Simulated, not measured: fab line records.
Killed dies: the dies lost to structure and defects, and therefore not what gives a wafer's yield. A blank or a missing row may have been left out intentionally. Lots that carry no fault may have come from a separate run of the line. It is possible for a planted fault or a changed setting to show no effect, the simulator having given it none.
fab line records + flow n5-finfet
[record]
- lots = 4
- wafers = 11
- last-day = 15
route steps=1938 shown BEOL_M12@1647 BEOL_M13@1659
lots that met no fault: from a run of the same line without faults
start-h: the number of hours between the record's first day and the start of the first shown wafer of the lot + wait-h: hours elapsed since this lot's preceding step + " the same as in the row above + L1.1+2: a row that stands for several wafers + - no value, or no start was given + * or withheld: withheld + < > ~ a bound
route shown NAME@n: NAME is a module with steps in the file, n the number in the route of the first one + usual: average and standard deviation across the fault-free wafers + same: alike in all rows + chamber/n: place in a boat + sites: per-site readings + _std_site: how widely they spread, as a standard deviation + _edge_site: inner sites' mean taken away from outer sites' mean + radius-mm: for every site, how far away it sits from the centre of the wafer + mask NAME#n: copy n + behind: the last tool/chamber to shape the wafer + hold: cause of the lot's hold/its duration in hours/its outcome + device: the n, p or np transistor that did not switch + end of line: tests run on the same wafers once the route is complete + a step with no rows: only its recipe + killed: dies lost to structure and defects at the first sort, not the wafer's yield + map: a wafer's dies, marking killed ones x, the rest . and places with no die _
set.NAME: setting as actually run; set.NAME@STEP: the setting as run at that earlier step + model.NAME: the simulator's own value behind a step, which no gauge read
a table for each step, a row for each wafer; lots at some steps of the route
services: from which hour (start-h, from the record's first day; less than 0 if before it) a tool's chamber was out of use, for how many hours, and why
[[steps]]
[step N5_BEOL_M12_PRE_CLEAN_42]
[recipe]
- gas = H2/He
- time-s = 30
- temp-c = 250
[step N5_BEOL_M12_SPUTTER_43]
[recipe]
- material = TaN
- target-thk-a = 150
- temp-c = 50
- bias-v = 168.6
- power-w = 15000
- chamber-pressure-pa = 0.12
- time-s = 24.19
[step N5_BEOL_M12_SPUTTER_44]
[recipe]
- material = Ta
- target-thk-a = 100
- temp-c = 50
- bias-v = 80
- power-w = 15000
- chamber-pressure-pa = 0.07
- time-s = 16.13
[step N5_BEOL_M12_SPUTTER_45]
[recipe]
- material = Cu
- target-thk-a = 800
- temp-c = -20
- bias-v = 60
- power-w = 26000
- chamber-pressure-pa = 0.13
- time-s = 13.33
[step N5_BEOL_M12_ECD_47]
[recipe]
- material = Cu
- target-thk-a = 7200
[step N5_BEOL_M12_ANNEAL_48]
[recipe]
- temp-c = 225
- time-s = 90
- ambient = N2
[step N5_BEOL_M12_CMP_49]
[recipe]
- stop-on = SiOC
- t-overpolish-s = 20.6
- down-force-psi = 1
- platen-rpm = 50
- clearing-platen-down-force-psi = 1.5
- clearing-platen-rpm = 50
- post-cmp-clean = cu-alkaline
- target-thk-nm = 320
- clearing-platen-pad-velocity-m-s = 0.99484
- pad-velocity-m-s = 0.99484
[step N5_BEOL_M12_PRE_CLEAN_52]
[recipe]
- gas = NH3
- time-s = 15
- temp-c = withheld
- rf-power-w = 300
[step N5_BEOL_M12_DEP_53]
[recipe]
- material = SiCN
- target-thk-a = 300
- temp-c = withheld
- precursor = 3MS/NH3
- pressure-torr = 3
- rf-w = 675
- time-s = 10.5
[step N5_BEOL_M13_ILD_DEP_00]
[recipe]
- material = SiOC
- target-thk-a = 8379.2
- temp-c = 350
- precursor = DEMS/O2
- pressure-torr = 5
- rf-w = 500
- time-s = 166.4
[usual]
- chamber-pressure-Torr = 5.000/0.011
- heater-power-w = 486/94
- showerhead-plenum-p-Torr = 5.694/0.013
- susceptor-temp-C = 350.03/0.2
- throttle-valve-pct = 12.1/0.6
| lot.wafer | tool     | chamber | start-h | wait-h | chamber-pressure-Torr | heater-power-w | showerhead-plenum-p-Torr | susceptor-temp-C | throttle-valve-pct | model.SiOC_of_BEOL_M13_ILD_DEP_00.thk-nm |
|-----------|----------|---------|---------|--------|-----------------------|----------------|--------------------------|------------------|--------------------|------------------------------------------|
| L280.1    | pecvd-02 | 1       | 247.48  | 0.0    | 5.001                 | 414            | 5.708                    | 349.71           | 12.8               | 818.6                                    |
| L280.3    | "        | 0       | "       | "      | 5.011                 | 710            | 5.700                    | 350.25           | 12.9               | 841.6                                    |
| L280.4    | "        | 2       | "       | "      | 5.025                 | 568            | 5.671                    | 349.73           | 11.6               | 852.4                                    |
| L288.1    | pecvd-02 | 2       | 297.06  | 0.0    | 5.003                 | 544            | 5.695                    | 362.21           | 11.8               | 808                                      |
| L288.4    | "        | 2       | "       | "      | 4.994                 | 584            | 5.684                    | 362.23           | 11.7               | 813.4                                    |
| L288.5    | "        | 1       | "       | "      | 4.994                 | 508            | 5.697                    | 362.09           | 12.4               | 811.6                                    |
| L290.1    | pecvd-02 | 2       | 313.18  | 0.0    | 5.003                 | 591            | 5.681                    | 362.01           | 11.6               | 808.2                                    |
| L290.3    | "        | 1       | "       | "      | 5.014                 | 463            | 5.690                    | 362.16           | 12.6               | 785.2                                    |
| L290.5    | "        | 2       | "       | "      | 5.003                 | 605            | 5.674                    | 362.07           | 11.7               | 823.8                                    |
| L291.2    | pecvd-03 | 1       | 313.45  | 0.0    | 4.999                 | 364            | 5.697                    | 349.60           | 12.4               | 849.2                                    |
| L291.4    | "        | 0       | "       | "      | 4.996                 | 411            | 5.685                    | 350.21           | 11.8               | 842.2                                    |
[step N5_BEOL_M13_COAT_58]
[recipe]
- resist = BARC
- temp-c = 205
- time-s = 60
- spin-rpm = 1500
- resist-thk-nm = 89
[step N5_BEOL_M13_COAT_04]
[recipe]
- spin-rpm = 1625
- resist-thk-nm = 400
[step N5_BEOL_M13_EBR_06]
[recipe]
- solvent = PGMEA
- ebr-width-mm = 1.5
[step N5_BEOL_M13_SOFTBAKE_05]
[recipe]
- temp-c = 130
- time-s = 60
[step N5_BEOL_M13_EXPOSE_07]
[recipe]
- mask-id = V12
- na = 0.93
- source-shape = conventional
- sigma-outer = 0.6
- polarization = unpolarized
- attpsm-phase-deg = 180
- dose-mj = 24.8
[step N5_BEOL_M13_PEB_08]
[recipe]
- peb-temp-c = 130
- peb-time-s = 90
[step N5_BEOL_M13_DEVELOP_09]
[recipe]
- develop-time-s = 45
- rinse-liquid = diw
- dry = air-spin
- dev-temp-c = 21
[step N5_BEOL_M13_HARDBAKE_14]
[recipe]
- temp-c = 130
- time-s = 120
[step N5_BEOL_M13_DESCUM_15]
[recipe]
- chemistry = O2
- time-s = 7.9
- source-power-w = 50
- bias-power-w = 20
- pressure-mtorr = 20
- rf-frequency-hz = 2.712e+07
- temp-c = 40
- o2-flow-sccm = 225
[step N5_BEOL_M13_ETCH_59]
[recipe]
- chemistry = N2/H2
- target = BARC
- target-depth-a = 890
- overetch-a = 267
- time-s = 67.9
- ion-energy-ev = 200
- pressure-mtorr = 30
- source-w = 840
- bias-w = 150
- n2-flow-sccm = 200
- h2-flow-sccm = 200
[step N5_BEOL_M13_VIA_ETCH_16]
[recipe]
- chemistry = C4F8/O2/Ar
- target = SiOC
- pressure-mtorr = 30
- source-w = 3000
- bias-w = 700
- Ar_flow_sccm = 400
- C4F8_flow_sccm = 15
- O2_flow_sccm = 8
- he-inner-torr = 15
- he-outer-torr = 30
- target-depth-a = 9217
- time-s = withheld
- ion-energy-ev = 250
- ends = cleared
[usual]
- drypump-motor-current-A = 5.5/0.34
- he-inner-torr = 14.998/0.03
- oes-product-au = 0.73/0.092
- rf-vpp-V = 666.2/2.4
- showerhead-plenum-p-Torr = 3.44/0.083
- throttle-valve-pct = 24.2/0.31
| lot.wafer | tool        | chamber | start-h | wait-h | drypump-motor-current-A | he-inner-torr | oes-product-au | rf-vpp-V | showerhead-plenum-p-Torr | throttle-valve-pct | model.etch.depth-nm | model.coat_of_BEOL_M13_COAT_04.thk-nm |
|-----------|-------------|---------|---------|--------|-------------------------|---------------|----------------|----------|--------------------------|--------------------|---------------------|---------------------------------------|
| L280.1    | rie-diel-01 | 3       | 248.45  | 0.0    | 5.2                     | 15.012        | 0.60           | 663.7    | 3.32                     | 24.1               | 818.7               | 76.6                                  |
| L280.3    | "           | 1       | "       | "      | 5.5                     | 14.989        | 0.65           | 669.7    | 3.51                     | 24.2               | 841.6               | 70.6                                  |
| L280.4    | "           | 1       | "       | "      | 5.5                     | 14.947        | 0.65           | 668.3    | 3.51                     | 24.2               | 852.5               | 67.4                                  |
| L288.1    | rie-diel-01 | 0       | 297.82  | 0.0    | 5.3                     | 14.991        | 0.76           | 666.8    | 3.46                     | 24.5               | 808.1               | 74.6                                  |
| L288.4    | "           | 2       | "       | "      | 5.9                     | 15.065        | 0.62           | 663.0    | 3.40                     | 24.8               | 813.5               | 75.8                                  |
| L288.5    | "           | 2       | "       | "      | 5.8                     | 14.987        | 0.62           | 664.6    | 3.40                     | 24.8               | 811.6               | 75.8                                  |
| L290.1    | rie-diel-06 | 3       | 313.81  | 0.0    | 4.9                     | 15.034        | 0.88           | 672.5    | 3.68                     | 24.7               | 808.2               | 77                                    |
| L290.3    | "           | 0       | "       | "      | 5.3                     | 15.043        | 0.64           | 668.1    | 3.54                     | 24.2               | 785.2               | 83                                    |
| L290.5    | "           | 3       | "       | "      | 4.9                     | 15.017        | 0.88           | 671.4    | 3.68                     | 24.7               | 823.9               | 72                                    |
| L291.2    | rie-diel-01 | 3       | 314.08  | 0.0    | 5.2                     | 14.997        | 0.84           | 663.5    | 3.31                     | 23.9               | 849.1               | 67.2                                  |
| L291.4    | "           | 0       | "       | "      | 5.3                     | 14.992        | 0.76           | 666.7    | 3.45                     | 24.5               | 842.2               | 67.4                                  |
[step N5_BEOL_M13_STRIP_63]
[recipe]
- chemistry = N2/H2
- power-w = 1000
- temp-c = 250
- h2-frac = 0.65
- overash-fraction = 0.3
- pressure-mtorr = 1000
- n2-flow-sccm = 1750
- h2-flow-sccm = 3250
[step N5_BEOL_M13_STRIP_64]
[recipe]
- chemistry = N2/H2
- power-w = 1000
- temp-c = 250
- h2-frac = 0.65
- overash-fraction = 0.3
- pressure-mtorr = withheld
- n2-flow-sccm = 1750
- h2-flow-sccm = 3250
[step N5_BEOL_M13_STRIP_71]
[recipe]
- chemistry = post-etch-residue-remover
- time-s = 60
- temp-c = 25
- remover-ph = withheld
- remover-water-wt-pct = withheld
- remover-fluoride-wt-pct = withheld
[step N5_BEOL_M13_SRD_72]
[recipe]
- time-s = 30
- temp-c = 23
- rinse-liquid = diw
- dry = n2-spin
- spin-rpm = 1500
- dry-time-s = 30
[step N5_BEOL_M13_COAT_65]
[recipe]
- resist = SOC
- temp-c = 250
- time-s = 60
- spin-rpm = 1500
- resist-thk-nm = 350
[step N5_BEOL_M13_COAT_66]
[recipe]
- resist = SiARC
- temp-c = 220
- time-s = 60
- spin-rpm = 1500
- resist-thk-nm = 110
[step N5_BEOL_M13_COAT_22]
[recipe]
- spin-rpm = 2888
- resist-thk-nm = 300
[step N5_BEOL_M13_EBR_24]
[recipe]
- solvent = PGMEA
- ebr-width-mm = 1.5
[step N5_BEOL_M13_SOFTBAKE_23]
[recipe]
- temp-c = 130
- time-s = 60
[step N5_BEOL_M13_EXPOSE_25]
[recipe]
- mask-id = M13
- na = 0.93
- source-shape = conventional
- sigma-outer = 0.4
- polarization = unpolarized
- target-cd-nm = 210
- dose-mj = 22
[step N5_BEOL_M13_PEB_26]
[recipe]
- peb-temp-c = 130
- peb-time-s = 90
[step N5_BEOL_M13_DEVELOP_27]
[recipe]
- develop-time-s = 45
- rinse-liquid = diw
- dry = air-spin
- dev-temp-c = 21
[step N5_BEOL_M13_HARDBAKE_32]
[recipe]
- temp-c = 130
- time-s = 120
[step N5_BEOL_M13_CMP_49]
[recipe]
- stop-on = SiOC
- t-overpolish-s = 17.1
- down-force-psi = 1
- platen-rpm = 50
- clearing-platen-down-force-psi = 1.5
- clearing-platen-rpm = 50
- post-cmp-clean = cu-alkaline
- target-thk-nm = 420
- clearing-platen-pad-velocity-m-s = 0.99484
- pad-velocity-m-s = 0.99484
[usual]
- barrier-field-endpoint-s = 30.8/1.1
- edge-zone-pressure-frac = 1.000/0.0045
- motor-current-A = 6.2/0.83
- overpolish-run-s = 17.099/0.0079
| lot.wafer | tool   | chamber | start-h | wait-h | barrier-field-endpoint-s | edge-zone-pressure-frac | motor-current-A | overpolish-run-s | model.SiOC_of_BEOL_M13_ILD_DEP_00.thk-nm |
|-----------|--------|---------|---------|--------|--------------------------|-------------------------|-----------------|------------------|------------------------------------------|
| L280.3    | cmp-02 | 1       | 253.08  | 0.2    | 29.8                     | 0.999                   | 5.2             | 17.109           | 782                                      |
| L280.4    | "      | 2       | "       | "      | 31.7                     | 0.995                   | 5.9             | 17.111           | 790.8                                    |
| L280.1    | "      | 3       | "       | "      | 28.7                     | 1.005                   | 6.2             | 17.107           | 758.4                                    |
| L288.4    | cmp-01 | 0       | 300.64  | 0.1    | 29.9                     | 0.996                   | 6.4             | 17.087           | 751.8                                    |
| L288.1    | "      | 2       | "       | "      | 30.9                     | 0.997                   | 5.5             | 17.100           | 748.2                                    |
| L288.5    | "      | 1       | "       | "      | 32.0                     | 1.007                   | 7.6             | 17.091           | 749.8                                    |
| L290.1    | cmp-02 | 0       | 316.98  | 0.3    | 31.3                     | 1.006                   | 5.7             | 17.104           | 752.2                                    |
| L290.3    | "      | 1       | "       | "      | 30.6                     | 0.994                   | 5.1             | 17.101           | 726.8                                    |
| L290.5    | "      | 2       | "       | "      | 32.2                     | 1.001                   | 6.1             | 17.114           | 767.6                                    |
| L291.4    | cmp-03 | 1       | 318.30  | 0.1    | 33.4                     | 1.006                   | 5.4             | 17.095           | 785.6                                    |
| L291.2    | "      | 0       | "       | "      | 31.7                     | 1.003                   | 7.8             | 17.101           | 790.2                                    |
[[services]]
| tool        | chamber | start-h | hours | kind                           |
|-------------|---------|---------|-------|--------------------------------|
| cmp-01      | -       | 248.37  | 4.8   | pm                             |
| pecvd-03    | -       | 250.52  | 2.8   | pm                             |
| cmp-02      | -       | 255.23  | 2.4   | repair                         |
| cmp-02      | -       | 259.41  | 8.9   | repair                         |
| rie-diel-06 | 3       | 276.06  | -     | clean                          |
| rie-diel-06 | 3       | 276.06  | -     | consumable-replace:focus-ring  |
| rie-diel-06 | 3       | 276.06  | -     | consumable-replace:showerhead  |
| rie-diel-01 | 3       | 276.92  | -     | clean                          |
| rie-diel-01 | 3       | 276.92  | -     | consumable-replace:focus-ring  |
| rie-diel-01 | 3       | 276.92  | 17.9  | scheduled-down                 |
| rie-diel-01 | 3       | 276.92  | 17.9  | vent-cycle                     |
| cmp-01      | -       | 277.89  | 4.0   | pm                             |
| cmp-02      | -       | 280.10  | 1.0   | repair                         |
| cmp-01      | -       | 281.89  | -     | consumable-replace:conditioner |
| cmp-01      | -       | 281.89  | -     | consumable-replace:pad         |
| cmp-02      | -       | 284.72  | 8.9   | pm                             |
| cmp-02      | -       | 295.37  | 4.2   | pm                             |
| cmp-03      | -       | 297.69  | 2.2   | repair                         |
| rie-diel-01 | 2       | 298.99  | -     | clean                          |
| rie-diel-01 | 2       | 298.99  | -     | consumable-replace:focus-ring  |
| rie-diel-01 | 2       | 298.99  | 20.1  | scheduled-down                 |
| rie-diel-01 | 2       | 298.99  | 20.1  | vent-cycle                     |
| rie-diel-06 | 1       | 301.49  | -     | clean                          |
| rie-diel-06 | 1       | 301.49  | -     | consumable-replace:focus-ring  |
[[key]]
[first-sign]
- step = N5_BEOL_M13_ILD_DEP_00
- reading = susceptor-temp-C
- direction = up
- sigmas = 59
- usual = *
- struck = *
effect none on later readings
[model-effect]
- step = N5_BEOL_M13_ILD_DEP_00
- value = SiOC_of_BEOL_M13_ILD_DEP_00.thk-nm
- without = 832.3
- struck = 808.4
[model-effect]
- step = N5_BEOL_M13_VIA_ETCH_16
- value = etch.depth-nm
- without = 832.3
- struck = 808.4
[model-effect]
- step = N5_BEOL_M13_CMP_49
- value = SiOC_of_BEOL_M13_ILD_DEP_00.thk-nm
- without = 773.2
- struck = 749.4
met-at N5_BEOL_M13_ILD_DEP_00
struck-wafers L288.1,L288.4,L288.5,L290.1,L290.3,L290.5
[baseline-loss]
- step = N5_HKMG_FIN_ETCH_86
- wafers = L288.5
onset-between 247.48 297.06
[fault]
- kind = process-parameter-drift
- tool = pecvd-02
- chamber = -
- onset-h = 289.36
- steps = N5_BEOL_M13_ILD_DEP_00
- channel = temp-c
- offset = *
- shape = step
- end-h = 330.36
- acts-in = *
- stated = *
// baseline-loss: these wafers lose ten dies or more at that step, a loss of the line's own and not of a fault; the sort's usual values leave them out
